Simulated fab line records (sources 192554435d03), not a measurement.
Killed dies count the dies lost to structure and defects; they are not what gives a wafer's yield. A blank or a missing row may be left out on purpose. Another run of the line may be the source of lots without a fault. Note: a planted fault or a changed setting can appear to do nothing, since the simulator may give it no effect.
Matching of chambers | flow n5 finfet | N5_BEOL_M0_SAQP_PECVD_97 on pecvd-04 has 3 sister chambers
The step deposits SiNx from SiH4/NH3/N2, target thk 23 nm, time 19.9 s. 6 wafers are shown with their chamber, then 9 later ones without.

== WAFERS WITH THEIR CHAMBER ==
wafer  | chamber | throttle valve pct (%) | showerhead plenum p Torr (Torr)
L087.4 | 2       | 39.1                   | 5.12
L088.2 | 2       | 39.1                   | 5.11
L088.3 | 1       | 41.1                   | 5.19
L090.2 | 0       | 40.2                   | 5.19
L090.3 | 1       | 41.1                   | 5.21
L090.4 | 0       | 40.3                   | 5.20

== WAFERS WITH NO CHAMBER GIVEN ==
wafer  | throttle valve pct (%) | showerhead plenum p Torr (Torr)
L093.1 | 40.0                   | 5.21
L093.3 | 39.1                   | 5.13
L093.6 | 40.3                   | 5.20
L095.2 | 39.1                   | 5.10
L095.3 | 41.0                   | 5.22
L095.6 | 39.9                   | 5.18
L096.4 | 40.1                   | 5.20
L096.5 | 39.1                   | 5.09
L096.6 | 41.2                   | 5.19

== THE CHAMBER EACH PASSED THROUGH ==
wafer  | from the rows above | in truth
L093.1 | 0                   | 0
L093.3 | 2                   | 2
L093.6 | 0                   | 0
L095.2 | 2                   | 2
L095.3 | 1                   | 1
L095.6 | 0                   | 0
L096.4 | 0                   | 0
L096.5 | 2                   | 2
L096.6 | 1                   | 1
9 of 9 placed correctly. Number that these rows cannot place: 0. Number placed wrongly: 0.
How it was worked out, from the rows above alone: a wafer's distance from a chamber is the root of the sum, over the readings, of the square of ((its reading less the chamber's mean) divided by the reading's scatter). If the next closest chamber is less than 2 further off than the closest, the wafer can't be placed; otherwise it belongs to the closest. For every chamber, the mean is computed from those of its wafers that are shown. The scatter is the square root of a quotient: the sum, over the shown wafers, of each reading's squared deviation from its chamber's mean, divided by wafers minus chambers.
